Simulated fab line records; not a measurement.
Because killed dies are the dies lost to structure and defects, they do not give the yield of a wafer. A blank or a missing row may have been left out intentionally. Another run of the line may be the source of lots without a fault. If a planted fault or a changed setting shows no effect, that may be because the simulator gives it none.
Comparing a struck lot with a sound one -- flow n5_finfet -- 16 out of 1938 route steps
Sound: wafers L912.1, L912.4, L912.6. Struck: wafers L903.2, L903.3, L903.4. The cause is named last.
At each step with rows: each side's tool, then ch and its chambers, then its first start. Under that, the readings that differ: sound wafers -- struck wafers -- difference of the means -- sigmas: that difference in standard deviations of wafers without a fault.
alike: same words and numbers on both sides, and readings whose means sit less than 2 such deviations apart. not compared: any withheld reading, any reading some wafer has no value for, any bound like >300 that may hide the same value, and any number with overlapping values for which the record gives no deviation.
The two part at a step that has a row with sigmas, a row that says differs or no value, or rows on one side only. When numbers do not overlap yet have no deviation, they are printed without sigmas and do not part them. Lack of a reading on every wafer of one side parts them only where that side has two or more wafers.

first, 7 steps without rows for these wafers: N5_BEOL_M4_COAT_73 (time 60 s, resist thk 5 nm); N5_BEOL_M4_COAT_05 (resist thk 30 nm); N5_BEOL_M4_EBR_07; N5_BEOL_M4_SOFTBAKE_06 (time 60 s); N5_BEOL_M4_EXPOSE_08 (exposes mask M4); N5_BEOL_M4_PEB_09 (peb time 60 s); N5_BEOL_M4_DEVELOP_10 (develop time 30 s).
N5_BEOL_M4_CD_MEAS_11 targets a cd of 16.79 nm.
  sound on cd_sem-01 ch 0, day 12 03:01; struck on cd_sem-02 ch 0, day 9 13:50
  alike: cd_nm
N5_BEOL_M4_OVL_MEAS_12:
  sound on overlay-01 ch 0, day 12 03:03; struck on overlay-02 ch 0, day 9 13:52
  alike: M4_OVL
N5_BEOL_M4_INSPECT_13: inspects for defects (brightfield).
  sound on defect_inspect-01, day 12 03:07; struck on defect_inspect-02, day 9 13:55
  alike: raw_defect_count
N5_BEOL_M4_DESCUM_16: chemistry O2, time 7 s.
  sound on rie_diel-03 ch 0,1, day 12 03:18; struck on rie_diel-05 ch 0,2, day 9 14:34
  alike: drypump_motor_current_A, oes_product_au, rf_vpp_V, showerhead_plenum_p_Torr, throttle_valve_pct
  not compared: rf_hours_counter_h
N5_BEOL_M4_ETCH_74: etches underlayer in N2/H2, target depth 6.5 nm, time 5.2 s.
  sound on rie_diel-03 ch 0,1, day 12 03:20; struck on rie_diel-05 ch 0,2, day 9 14:36
  alike: drypump_motor_current_A, etch_rf_on_time_s, oes_product_au, rf_vpp_V, showerhead_plenum_p_Torr, throttle_valve_pct
  not compared: rf_hours_counter_h
N5_BEOL_M4_ETCH_63: etches SiARC in CF4, target depth 15.6 nm, time 26 s.
  sound on rie_diel-03 ch 0,1, day 12 03:21; struck on rie_diel-05 ch 0,2, day 9 14:37
reading,sound,struck,difference,sigmas
etch_rf_on_time_s (s),25.7 26.0 25.8,17.0 17.1 16.9,-8.8,-23
oes_product_au (a.u.),0.74 0.73 0.70,0.88 0.91 0.88,+0.17,+2
  alike: drypump_motor_current_A, mfc_ar_sccm, rf_vpp_V, showerhead_plenum_p_Torr, throttle_valve_pct
  not compared: rf_hours_counter_h
N5_BEOL_M4_ETCH_64: etches SOC in N2/H2, target depth 75 nm, overetch 22.5 nm, time 121.9 s.
  sound on rie_diel-03 ch 0,1, day 12 03:23; struck on rie_diel-05 ch 0,2, day 9 14:39
  alike: drypump_motor_current_A, oes_product_au, rf_vpp_V, showerhead_plenum_p_Torr, throttle_valve_pct
  not compared: rf_hours_counter_h
N5_BEOL_M4_RC_MEAS_101:
  sound on prober-02 ch 0, day 12 12:32; struck on prober-01 ch 0, day 9 21:16
  alike: DIBL_N, DIBL_P, IOFF_N, IOFF_P, ION_N, ION_P, SS_N, SS_P, VT_N, VT_P
then, 1 step without rows for these wafers: N5_PASSIVATION_PROBE_49.

## WHERE THEY PART
Within this record, at N5_BEOL_M4_ETCH_63 only. Later steps at which nothing parts them and some readings are alike: N5_BEOL_M4_ETCH_64, N5_BEOL_M4_RC_MEAS_101.

WHY: the cause the simulator had injected
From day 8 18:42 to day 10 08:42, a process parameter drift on rie_diel-05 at N5_BEOL_M4_ETCH_63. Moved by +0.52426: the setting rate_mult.
